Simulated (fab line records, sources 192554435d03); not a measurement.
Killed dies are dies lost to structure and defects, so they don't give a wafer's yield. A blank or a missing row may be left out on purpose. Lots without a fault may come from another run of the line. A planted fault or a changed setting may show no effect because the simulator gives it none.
A struck lot beside a sound one | flow n5_finfet | 15 steps out of a route of 1938
Sound: wafers L915.1, L915.4, L915.6. Struck: wafer L928.4. (L928.3, L928.6 of the same lot were not struck and are left out.) The cause comes at the end.
At each step with rows: each side's tool, then ch and its chambers, then its first start. Under that, the readings that differ: sound wafers | struck wafers | difference of the means | sigmas: that difference in standard deviations of wafers without a fault.
alike: readings whose means differ by less than 2 such deviations, and words and numbers that are the same on both sides. not compared: withheld readings, readings that some wafer has no value for, bounds like >300 that may hide the same value, and numbers for which the record gives no deviation and whose values overlap.
The two part at a step that has a row with sigmas, a row that says differs or no value, or rows on one side only. Numbers that don't overlap but have no deviation are shown without sigmas and don't part them. A reading that every wafer of one side lacks parts them only if that side has two wafers or more.

first, 1 step without rows for these wafers: N5_BEOL_M13_STRIP_69 (strips in N2/H2).
N5_BEOL_M13_TRENCH_ETCH_34: etches SiOC in C4F8/O2/Ar, target depth 413.47 nm, time 162.6 s.
  sound on rie_diel-06 ch 1,2,3, day 12 02:06; struck on rie_diel-01 ch 1, day 15 14:12
  reading                     | sound       | struck | difference | sigmas
  drypump_motor_current_A (A) | 6.6 4.9 5.1 | 6.8    | +1.3       | +2
  alike: oes_product_au, rf_vpp_V, showerhead_plenum_p_Torr, throttle_valve_pct
  not compared: rf_hours_counter_h
then, 1 step without rows for these wafers: N5_BEOL_M13_STRIP_70 (strips in C4F8/O2/Ar).
N5_BEOL_M13_OCD_MEAS_35:
  sound on ocd-02, day 12 02:16; struck on ocd-02, day 15 14:22
  alike: trench_depth_nm
N5_BEOL_M13_STRIP_37: strips in N2/H2.
  sound on plasma_asher-01 ch 0, day 12 02:19; struck on plasma_asher-01 ch 0, day 15 14:26
  alike: drypump_motor_current_A, h2_flow_sccm, heater_power_w, oes_product_au
  not compared: rf_hours_counter_h
N5_BEOL_M13_ETCH_38: etches SiCN in CF4/N2, target depth 67.5 nm, time 71.9 s.
  sound on rie_diel-01 ch 0,1,2, day 12 05:10; struck on rie_diel-04 ch 0, day 15 16:50
  alike: cf4_flow_sccm, drypump_motor_current_A, oes_product_au, rf_vpp_V, showerhead_plenum_p_Torr, throttle_valve_pct
  not compared: rf_hours_counter_h
then, 2 steps without rows for these wafers: N5_BEOL_M13_PRECLEAN_39 (cleans in residue remover, time 60 s); N5_BEOL_M13_SRD_40 (time 30 s, dry time 30 s).
N5_BEOL_M13_DEGAS_41: time 60 s.
  sound on pvd_sputter-02, day 12 05:39; struck on pvd_sputter-03, day 15 17:04
  alike: heater_power_w
N5_BEOL_M13_PRE_CLEAN_42: time 30 s.
  sound on pvd_sputter-02, day 12 05:41; struck on pvd_sputter-03, day 15 17:06
  alike: heater_power_w
then, 2 steps without rows for these wafers: N5_BEOL_M13_SPUTTER_43 (material TaN, target thk 15 nm, time 24.19 s); N5_BEOL_M13_SPUTTER_44 (material Ta, target thk 10 nm, time 16.13 s).
N5_BEOL_M13_SPUTTER_45: material Cu, target thk 80 nm, time 13.33 s.
  sound on pvd_sputter-02, day 12 05:53; struck on pvd_sputter-03, day 15 17:18
  reading                | sound             | struck | difference | sigmas
  cathode_dc_power_W (W) | 26003 26002 26000 | 29152  | +3150      | +99 or more
  alike: throttle_valve_pct
then, 2 steps without rows for these wafers: N5_BEOL_M13_ECD_47 (material Cu, target thk 936 nm); N5_PASSIVATION_PROBE_49.

WHERE THEY PART
First at N5_BEOL_M13_TRENCH_ETCH_34; last, within this record, at N5_BEOL_M13_SPUTTER_45.

WHY: what the simulator had put in
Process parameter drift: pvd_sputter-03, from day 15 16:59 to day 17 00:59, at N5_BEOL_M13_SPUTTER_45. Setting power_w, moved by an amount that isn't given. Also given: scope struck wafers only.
